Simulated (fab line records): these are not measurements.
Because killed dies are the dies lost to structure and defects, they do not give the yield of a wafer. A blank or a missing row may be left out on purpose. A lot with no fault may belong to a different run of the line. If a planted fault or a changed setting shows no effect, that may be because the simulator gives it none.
A struck lot beside a sound one -- flow n5-finfet -- 20 steps out of a route of 1938
Sound: these wafers, L192.1, L192.3, L192.5. Wafers L180.3, L180.4, L180.5 were the ones struck. The cause is given at the end.
Each step with rows lists, per side, the tool, then ch with its chambers, then its first start. Under that, the readings that differ: sound wafers -- struck wafers -- difference of the means -- sigmas: that difference in standard deviations of wafers without a fault.
alike: words and numbers the same on both sides, and readings whose means are apart by under 2 such deviations; not compared: readings that were withheld, readings missing a value for some wafer, numbers with overlapping values and no deviation given by the record, and bounds like >300 which may hide the same value.
The two part at a step that has a row with sigmas, a row that says differs or no value, or rows on one side only. Non-overlapping numbers with no deviation appear without sigmas and do not part them. Lack of a reading on every wafer of one side parts them only where that side has two or more wafers.

first, 9 steps without rows for these wafers: N5_BEOL_M7_DESCUM_16 (chemistry O2, time 7.9 s); N5_BEOL_M7_ETCH_61 (etches SiARC in CF4, target depth 45.5 nm, time 75.8 s); N5_BEOL_M7_ETCH_62 (etches SOC in N2/H2, target depth 110 nm, overetch 22 nm, time 165 s); N5_BEOL_M7_STRIP_68 (strips in N2/H2); N5_BEOL_M7_STRIP_67 (strips in CF4); N5_BEOL_M7_HM_OPEN_17 (chemistry Cl2/BCl3, target TiN, target depth 20 nm, overetch 6 nm); N5_BEOL_M7_STRIP_19 (strips in O2); N5_BEOL_M7_COAT_63 (time 60 s, resist thk 60 nm); N5_BEOL_M7_COAT_64 (time 60 s, resist thk 12 nm).
N5_BEOL_M7_COAT_71: time 60 s, resist thk 5 nm.
  sound on litho-track-01 ch 0, day 14 00:37; struck on litho-track-01 ch 0, day 10 17:15
reading,sound,struck,difference,sigmas
spin-speed-rpm (rpm),1500.5 1501.4 1500.5,1555.1 1554.1 1555.8,+54.2,+60
then, 7 steps without rows for these wafers: N5_BEOL_M7_COAT_22 (resist thk 30 nm); N5_BEOL_M7_EBR_24; N5_BEOL_M7_SOFTBAKE_23 (time 60 s); N5_BEOL_M7_EXPOSE_25 (exposes mask V6, target cd 40 nm); N5_BEOL_M7_PEB_26 (peb time 60 s); N5_BEOL_M7_DEVELOP_27 (develop time 30 s); N5_BEOL_M7_DESCUM_33 (chemistry O2, time 7 s).
N5_BEOL_M7_ETCH_72: etches underlayer in N2/H2, target depth 6.5 nm, time 5.2 s.
  sound on rie-diel-05 ch 0,2,3, day 14 01:11; struck on rie-diel-06 ch 2,3, day 10 17:48
reading,sound,struck,difference,sigmas
etch-rf-on-time-s (s),5.19 5.16 5.48,5.08 4.69 4.68,-0.46,-3
model.etch.depth-nm (nm),4.992 4.993 4.993,4.93 4.912 4.92,-0.07,
  alike: drypump-motor-current-A, oes-product-au, rf-fwd-power-W, rf-vpp-V, showerhead-plenum-p-Torr, throttle-valve-pct
  not compared: rf-hours-counter-h
then, 1 step without rows for these wafers: N5_BEOL_M7_ETCH_65 (etches SiARC in CF4, target depth 15.6 nm, time 26 s).
-- here the record skips 3 days between the struck wafers' starts before and after, leaving off in module BEOL_M7 and picking up in module PASSIVATION (first step shown: number 1936 of the route) --
N5_PASSIVATION_PROBE_49:
  sound on prober-01 at day 17 08:01; struck on prober-01 at day 13 19:47
  alike: defect-limited-yield, killed_at_M0_to_M3, killed_at_M4_up, killed-at-contacts, killed-at-front-end, killed-at-other, killed-dies, killed-on-rim, killed-open, killed-short, sort_bin_4_leakage, sort_bin_5_function, sort_bin_6_memory, sort-n-pass, sort-yield-pct

WHERE THEY PART
Last at N5_BEOL_M7_ETCH_72 as far as this record goes, first at N5_BEOL_M7_COAT_71. Later steps at which nothing parts them and some readings are alike: N5_PASSIVATION_PROBE_49.

WHY: what the simulator had put in
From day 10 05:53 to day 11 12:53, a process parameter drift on litho-track-01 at N5_BEOL_M7_COAT_71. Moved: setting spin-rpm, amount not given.
